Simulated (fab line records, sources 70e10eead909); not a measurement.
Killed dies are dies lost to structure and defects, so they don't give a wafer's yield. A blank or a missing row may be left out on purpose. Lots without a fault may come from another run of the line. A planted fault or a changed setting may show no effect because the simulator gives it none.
Chamber matching | flow nand_harc | NHARC_A_STAIRCASE_DESCUM_252 on rie_diel-04: 4 sister chambers
The step chemistry O2, time 3 s. 8 wafers are shown with their chamber, then 11 later ones without.

WAFERS WITH THEIR CHAMBER
wafer  | chamber | showerhead_plenum_p_Torr (Torr) | drypump_motor_current_A (A)
L083.5 | 1       | 1.95                            | 5.4
L087.1 | 0       | 1.84                            | 6.4
L087.2 | 2       | 1.94                            | 6.4
L087.6 | 3       | 2.05                            | 5.1
L085.1 | 3       | 2.05                            | 5.1
L085.2 | 0       | 1.84                            | 6.5
L085.6 | 2       | 1.94                            | 6.4
L086.1 | 1       | 1.94                            | 5.4

WAFERS WITHOUT THEIR CHAMBER
wafer  | showerhead_plenum_p_Torr (Torr) | drypump_motor_current_A (A)
L086.3 | 1.83                            | 6.4
L086.5 | 2.05                            | 5.1
L093.1 | 1.93                            | 6.4
L093.2 | 1.83                            | 6.4
L093.6 | 1.83                            | 6.4
L094.1 | 2.05                            | 5.1
L094.3 | 1.94                            | 5.4
L094.6 | 2.05                            | 5.1
L096.1 | 1.93                            | 6.5
L096.4 | 1.83                            | 6.4
L096.5 | 1.94                            | 5.4

WHICH CHAMBER EACH WENT THROUGH
wafer  | from the rows above | in truth
L086.3 | 0                   | 0
L086.5 | 3                   | 3
L093.1 | 2                   | 2
L093.2 | 0                   | 0
L093.6 | 0                   | 0
L094.1 | 3                   | 3
L094.3 | 1                   | 1
L094.6 | 3                   | 3
L096.1 | 2                   | 2
L096.4 | 0                   | 0
L096.5 | 1                   | 1
Placed correctly: 11 of 11. Can't be placed from these rows: 0. Placed wrongly: 0.
How it was worked out, from the rows above alone: a wafer's distance from a chamber is the root of the sum, over the readings, of the square of ((its reading less the chamber's mean) divided by the reading's scatter). The wafer belongs to the nearest chamber; if the next one is less than 2 further off, it can't be placed. A chamber's mean is the mean of its shown wafers. The scatter: the root of (the sum of the squares of (reading less its chamber's mean) over the shown wafers, divided by (wafers less chambers)).
